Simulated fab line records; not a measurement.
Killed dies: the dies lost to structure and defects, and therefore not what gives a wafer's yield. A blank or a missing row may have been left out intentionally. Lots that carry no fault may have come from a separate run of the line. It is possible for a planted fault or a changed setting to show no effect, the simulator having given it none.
Struck lot and sound lot, side by side + flow n5_finfet + 14 steps out of a route of 1938
Sound: wafers L105.1, L105.4, L105.6. Struck: wafer L118.2 (left out: L118.5, a lot-mate that was not struck); the cause follows at the end.
For every step that has rows: the tool of each side, followed by ch and its chambers, followed by its first start. Under that, the readings that differ: sound wafers + struck wafers + difference of the means + sigmas: that difference in standard deviations of wafers without a fault.
alike: same words and numbers on both sides, and readings whose means sit less than 2 such deviations apart. not compared: any withheld reading, any reading some wafer has no value for, any bound like >300 that may hide the same value, and any number with overlapping values for which the record gives no deviation.
The two part at a step that has a row with sigmas, a row that says differs or no value, or rows on one side only. When numbers do not overlap yet have no deviation, they are printed without sigmas and do not part them. A reading missing from all wafers of one side parts the sides only when that side holds two or more wafers.

first, 1 step without rows for these wafers: N5_ILD0_CURE_02 (time 1800 s).
N5_ILD0_CMP_03: polishes, stops on SiNx, t overpolish 1.9 s, target thk 197.38 nm.
  sound on cmp-01 ch 1,2,3, day 3 14:23; struck on cmp-02 ch 0, day 6 20:42
  alike: motor_current_A, overpolish_run_s, time_to_endpoint_s
N5_ILD0_THK_MEAS_04:
  struck on film_metro-02, day 6 20:58; sound on film_metro-01, day 3 14:40
  alike: thk_nm
N5_ILD0_CMP_07: polishes SiO2 flowable, stops on poly-Si, t overpolish 1.18 s, target thk 138.88 nm.
  sound on cmp-01 ch 0,2, day 3 14:50; struck on cmp-01 ch 1, day 6 21:04
  alike: motor_current_A
N5_ILD0_THK_MEAS_08:
  struck on film_metro-01, day 6 21:17; sound on film_metro-02, day 3 15:07
  alike: thk_nm
then, 1 step without rows for these wafers: N5_ILD0_PRECLEAN_10 (cleans in NF3:NH3, afs cycles 5, time 20 s, sublimation time 60 s).
N5_ILD0_ALD_15: deposits SiNx, target thk 24 nm, pulse time 1 s, ald cycles 480.
  sound on ald_sin-02 ch 0,1,3, day 3 15:50; struck on ald_sin-02 ch 0, day 6 22:01
  alike: heater_power_w, precursor_pulse_height_rel
N5_ILD0_CMP_12: polishes SiNx, stops on poly-Si, t overpolish 6 s, target thk 17.67 nm.
  sound on cmp-01 ch 0,1,3, day 3 18:08; struck on cmp-02 ch 3, day 7 00:20
  alike: motor_current_A, overpolish_run_s, time_to_endpoint_s
N5_ILD0_THK_MEAS_13:
  struck on film_metro-01, day 7 00:31; sound on film_metro-01, day 3 18:23
  alike: thk_nm
N5_ILD0_INSPECT_06: inspects for defects (darkfield).
  struck on defect_inspect-02, day 7 00:32; sound on defect_inspect-02, day 3 18:25
  alike: raw_defect_count
N5_SDB_HM_DEP_00: deposits SiNx from SiH4/NH3/N2, target thk 40 nm, time 35.3 s.
  sound on pecvd-02 ch 0,1, day 3 18:27; struck on pecvd-02 ch 2, day 7 00:34
| reading                | sound          | struck | difference | sigmas |
|------------------------|----------------|--------|------------|--------|
| throttle_valve_pct (%) | 43.3 44.0 43.1 | 38.6   | -4.9       | -2     |
  alike: heater_power_w, showerhead_plenum_p_Torr
then, 1 step without rows for these wafers: N5_SDB_COAT_03 (time 60 s, resist thk 100 nm).
N5_SDB_COAT_04: time 60 s, resist thk 18 nm.
  sound on litho_track-05 ch 0, day 3 18:32; struck on litho_track-01 ch 0, day 7 00:40
| reading                  | sound             | struck | difference | sigmas |
|--------------------------|-------------------|--------|------------|--------|
| heater_power_total_W (W) | 424.1 426.7 429.7 | 483.1  | +56.3      | +27    |
| run_length_s (s)         | 66.58 66.48 66.41 | 55.75  | -10.74     | -72    |
then, 1 step without rows for these wafers: N5_SDB_COAT_05 (resist thk 90 nm).

WHERE THEY PART
First at N5_SDB_HM_DEP_00; last, within this record, at N5_SDB_COAT_04.

WHY: what had been put in by the simulator
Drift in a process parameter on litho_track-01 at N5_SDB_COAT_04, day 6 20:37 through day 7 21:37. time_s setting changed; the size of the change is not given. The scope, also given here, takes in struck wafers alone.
